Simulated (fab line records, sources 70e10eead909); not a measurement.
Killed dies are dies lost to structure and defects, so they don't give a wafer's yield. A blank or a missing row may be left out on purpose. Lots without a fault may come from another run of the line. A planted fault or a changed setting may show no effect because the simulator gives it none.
fab line records | flow nand_harc | part 2 of 2: steps 24 to 29 of 29
record lots=5 wafers=15 last_day=32
route steps=1302 shown A_STAIRCASE@650
lots that met no fault: from a run of the same line without faults
start_h: hours from the record's first day to the start of the lot's first wafer shown | wait_h: hours since the lot's step before | " the same as in the row above | L1.1+2: a row that stands for several wafers | - no value, or no start given | * or withheld: withheld | < > ~ a bound
route shown NAME@n: a module of which the file shows steps, and the number in the route of the first | usual: mean/standard deviation of fault-free wafers | same: alike in all rows | chamber/n: place in a boat | sites: the reading at each site | _std_site: their standard deviation | _edge_site: outer sites' mean less inner sites' | radius_mm: how far each site lies from the wafer's centre | mask NAME#n: copy n | behind: the tool/chamber that last shaped the wafer | hold: why the lot was held/for how many hours/how that ended | device: the transistor (n, p or np) that didn't switch | end of line: the same wafers' tests at the end of the route | a step without rows: its recipe alone | killed: dies lost to structure and defects at the first sort, not the wafer's yield | map: a wafer's dies, x killed, . not, _ none there
set.NAME: the setting as run; set.NAME@STEP: as run at that earlier step | model.NAME: the simulator's own value behind a step, which no gauge read
lots at some steps of the route; a table a step, a row a wafer
services: from which hour (start_h, from the record's first day; less than 0 if before it) a tool's chamber was out of use, for how many hours, and why
## steps
# step NHARC_A_STAIRCASE_TRIM_18
# recipe time_s=211.2 o2_flow_sccm=500 ar_flow_sccm=0 bias_w=0 chemistry=O2
# usual drypump_motor_current_A=5.8/0.44 oes_product_au=1.000/0.011 rf_vpp_V=58.0/0.95 showerhead_plenum_p_Torr=3.62/0.15 throttle_valve_pct=17.036/0.0092
# columns lot.wafer tool chamber start_h wait_h drypump_motor_current_A oes_product_au rf_hours_counter_h rf_vpp_V showerhead_plenum_p_Torr throttle_valve_pct
L074.2 rie_diel-04 3 - - 6.2 1.001 57 59.7 3.77 17.031
L074.4 " 1 " " 6.2 0.995 48 57.1 3.39 17.042
L074.6 " 2 " " 5.6 0.987 - 57.0 3.43 17.032
L075.1 rie_diel-01 1 - - 5.7 1.017 53 57.7 3.62 17.043
L075.6 " 1 " " 5.7 1.013 - 57.1 3.62 17.031
L075.5 " 2 " " 6.6 1.015 - 57.5 3.47 17.040
L078.4 rie_diel-04 1 - - 6.1 1.012 11 58.1 3.38 17.027
L078.5 " 3 " " 6.2 1.000 - 57.7 3.77 17.045
L078.6 " 0 " " 5.6 0.995 - 57.3 3.56 17.033
L089.3 rie_diel-13 3 - - 5.9 0.995 59 57.7 3.77 17.029
L089.2 " 0 " " 5.9 1.004 53 59.6 3.71 17.037
L089.5 " 0 " " 5.9 0.997 - 57.4 3.71 17.046
L095.4 rie_diel-13 2 - - 5.4 0.981 21 57.9 3.36 17.044
L095.5 " 3 " " 5.9 1.006 - 59.5 3.76 17.031
L095.6 " 0 " " 5.9 1.004 - 57.8 3.70 17.026
# step NHARC_A_STAIRCASE_ETCH_19
# recipe target_depth_a=1000 time_s=40.5 ion_energy_ev=400 c4f8_flow_sccm=20 o2_flow_sccm=10 ar_flow_sccm=withheld rf_w=600 bias_w=1000 chemistry=C4F8/O2
# usual oes_product_au=0.945/0.012 rf_vpp_V=898/5.9
# columns lot.wafer tool chamber start_h wait_h oes_product_au rf_hours_counter_h rf_vpp_V
L074.2 rie_diel-04 3 - - 0.934 57 904
L074.4 " 1 " " 0.955 48 890
L074.6 " 3 " " 0.932 - 906
L075.1 rie_diel-01 1 - - 0.940 53 899
L075.6 " 2 " " 0.953 - 894
L075.5 " 3 " " 0.963 - 899
L078.4 rie_diel-04 1 - - 0.962 11 891
L078.6 " 1 " " 0.955 - 891
L078.5 " 2 " " 0.936 - 891
L089.3 rie_diel-13 2 - - 0.949 57 890
L089.2 " 3 " " 0.939 60 905
L089.5 " 1 " " 0.963 - 905
L095.4 rie_diel-13 1 - - 0.937 16 903
L095.6 " 1 " " 0.938 - 904
L095.5 " 2 " " 0.934 - 887
# step NHARC_A_STAIRCASE_TRIM_20
# recipe time_s=211.2 o2_flow_sccm=500 ar_flow_sccm=0 bias_w=0 chemistry=O2
# usual drypump_motor_current_A=5.8/0.45 oes_product_au=1.001/0.011 rf_vpp_V=58.0/0.94 showerhead_plenum_p_Torr=3.60/0.15 throttle_valve_pct=17.035/0.0085
# columns lot.wafer tool chamber start_h wait_h drypump_motor_current_A oes_product_au rf_hours_counter_h rf_vpp_V showerhead_plenum_p_Torr throttle_valve_pct
L074.2 rie_diel-13 0 351.79 0.1 5.9 0.992 0 58.3 3.74 17.036
L074.4 " 2 " " 5.4 0.982 0 56.1 3.41 17.036
L074.6 " 0 " " 5.9 0.998 - 56.5 3.74 17.036
L075.1 rie_diel-01 3 362.93 0.1 5.3 1.002 53 58.3 3.59 17.021
L075.5 " 3 " " 5.3 1.007 - 59.0 3.59 17.053
L075.6 " 0 " " 5.1 0.996 - 57.6 3.75 17.021
L078.4 rie_diel-01 2 394.03 0.1 6.5 0.984 2 58.6 3.46 17.034
L078.5 " 3 " " 5.4 1.001 - 57.4 3.58 17.037
L078.6 " 0 " " 5.1 1.014 - 57.1 3.74 17.031
L089.2 rie_diel-01 0 515.53 0.1 5.1 1.012 40 57.4 3.72 17.037
L089.3 " 1 " " 5.7 1.011 38 58.0 3.60 17.045
L089.5 " 0 " " 5.1 1.015 - 57.8 3.72 17.033
L095.4 rie_diel-04 2 568.69 0.1 5.6 1.011 6 57.1 3.39 17.043
L095.5 " 3 " " 6.2 1.012 - 57.4 3.74 17.029
L095.6 " 0 " " 5.6 1.016 - 59.1 3.53 17.020
# step NHARC_A_STAIRCASE_ETCH_21
# recipe target_depth_a=1000 time_s=40.5 ion_energy_ev=400 c4f8_flow_sccm=20 o2_flow_sccm=10 ar_flow_sccm=withheld rf_w=600 bias_w=1000 chemistry=C4F8/O2
# usual oes_product_au=0.952/0.019 rf_vpp_V=898/5.5
# columns lot.wafer tool chamber start_h wait_h oes_product_au rf_hours_counter_h rf_vpp_V
L074.2 rie_diel-13 2 - - 0.962 0 891
L074.4 " 0 " " 0.956 0 903
L074.6 " 3 " " 0.980 - 905
L075.1 rie_diel-01 1 - - 0.938 53 900
L075.5 " 2 " " 0.951 - 894
L075.6 " 3 " " 0.943 - 897
L078.4 rie_diel-01 2 - - 0.966 2 893
L078.6 " 2 " " 0.973 - 895
L078.5 " 3 " " 0.962 - 898
L089.2 rie_diel-01 2 - - 0.928 39 893
L089.3 " 0 " " 0.938 40 903
L089.5 " 1 " " 0.937 - 900
L095.4 rie_diel-04 1 - - 0.933 5 889
L095.6 " 0 " " 0.936 - 897
L095.5 " 1 " " 0.927 - 891
# step NHARC_A_STAIRCASE_TRIM_22
# recipe time_s=211.2 o2_flow_sccm=500 ar_flow_sccm=0 bias_w=0 chemistry=O2
# usual drypump_motor_current_A=5.8/0.45 oes_product_au=1.001/0.011 rf_vpp_V=58.0/0.89 showerhead_plenum_p_Torr=3.60/0.15 throttle_valve_pct=17.036/0.0089
# columns lot.wafer tool chamber start_h wait_h drypump_motor_current_A oes_product_au rf_hours_counter_h rf_vpp_V showerhead_plenum_p_Torr throttle_valve_pct
L074.2 rie_diel-13 0 - - 5.9 0.997 0 59.1 3.74 17.028
L074.4 " 3 " " 5.9 1.001 0 57.1 3.81 17.044
L074.6 " 0 " " 5.9 1.003 - 57.8 3.74 17.047
L075.1 rie_diel-01 1 - - 5.7 1.013 54 59.6 3.62 17.029
L075.5 " 0 " " 5.1 1.006 - 57.3 3.75 17.030
L075.6 " 1 " " 5.7 1.012 - 58.2 3.62 17.027
L078.4 rie_diel-01 2 - - 6.5 0.992 2 57.2 3.46 17.030
L078.5 " 3 " " 5.3 0.999 - 57.9 3.58 17.024
L078.6 " 0 " " 5.1 1.001 - 59.2 3.74 17.032
L089.2 rie_diel-01 0 - - 5.1 1.020 40 57.8 3.72 17.046
L089.3 " 1 " " 5.7 1.015 38 57.9 3.60 17.026
L089.5 " 3 " " 5.4 1.017 - 57.1 3.56 17.045
L095.4 rie_diel-04 3 - - 6.2 1.005 6 58.7 3.74 17.055
L095.5 " 1 " " 6.1 1.001 - 57.2 3.36 17.032
L095.6 " 2 " " 5.6 1.011 - 58.4 3.39 17.027
# step NHARC_A_STAIRCASE_ETCH_23
# recipe target_depth_a=1000 time_s=40.5 ion_energy_ev=400 c4f8_flow_sccm=20 o2_flow_sccm=10 ar_flow_sccm=withheld rf_w=600 bias_w=1000 chemistry=C4F8/O2
# usual oes_product_au=0.948/0.014 rf_vpp_V=898/5.6
# columns lot.wafer tool chamber start_h wait_h oes_product_au rf_hours_counter_h rf_vpp_V
L074.2 rie_diel-13 3 - - 0.959 0 906
L074.4 " 0 " " 0.937 0 903
L074.6 " 2 " " 0.945 - 892
L075.1 rie_diel-01 3 - - 0.943 53 899
L075.6 " 0 " " 0.950 - 904
L075.5 " 1 " " 0.947 - 900
L078.4 rie_diel-01 3 - - 0.961 2 898
L078.5 " 3 " " 0.955 - 898
L078.6 " 0 " " 0.960 - 905
L089.2 rie_diel-01 3 - - 0.935 41 897
L089.3 " 0 " " 0.948 40 903
L089.5 " 1 " " 0.953 - 898
L095.4 rie_diel-04 2 - - 0.946 6 891
L095.5 " 0 " " 0.948 - 895
L095.6 " 1 " " 0.946 - 891
## services
# columns tool chamber start_h hours kind
rie_diel-13 - 342.00 9.0 pm
rie_diel-01 0 343.32 14.5 repair
rie_diel-04 - 354.90 9.0 pm
krf_scanner-04 - 359.62 4.0 pm
rie_diel-01 - 382.24 9.0 pm
wet_bench-03 - 386.47 8.0 pm
krf_scanner-01 - 415.05 1.2 repair
krf_scanner-01 - 422.24 0.9 repair
litho_track-07 - 426.00 7.0 pm
plasma_asher-02 - 426.29 9.0 pm
wet_bench-05 - 436.80 8.0 pm
rie_diel-04 - 448.83 3.5 repair
litho_track-03 - 450.00 7.0 pm
litho_track-05 - 474.01 7.0 pm
rie_diel-04 3 482.35 7.4 repair
krf_scanner-01 - 484.00 4.0 pm
rie_diel-04 3 500.76 14.2 repair
rie_diel-04 2 501.11 10.8 repair
rie_diel-13 - 519.07 9.0 pm
rie_diel-04 3 523.59 6.3 repair
rie_diel-04 - 533.65 9.0 pm
rie_diel-13 3 543.83 9.8 repair
rie_diel-01 - 559.24 9.0 pm
wet_bench-03 - 562.47 8.0 pm
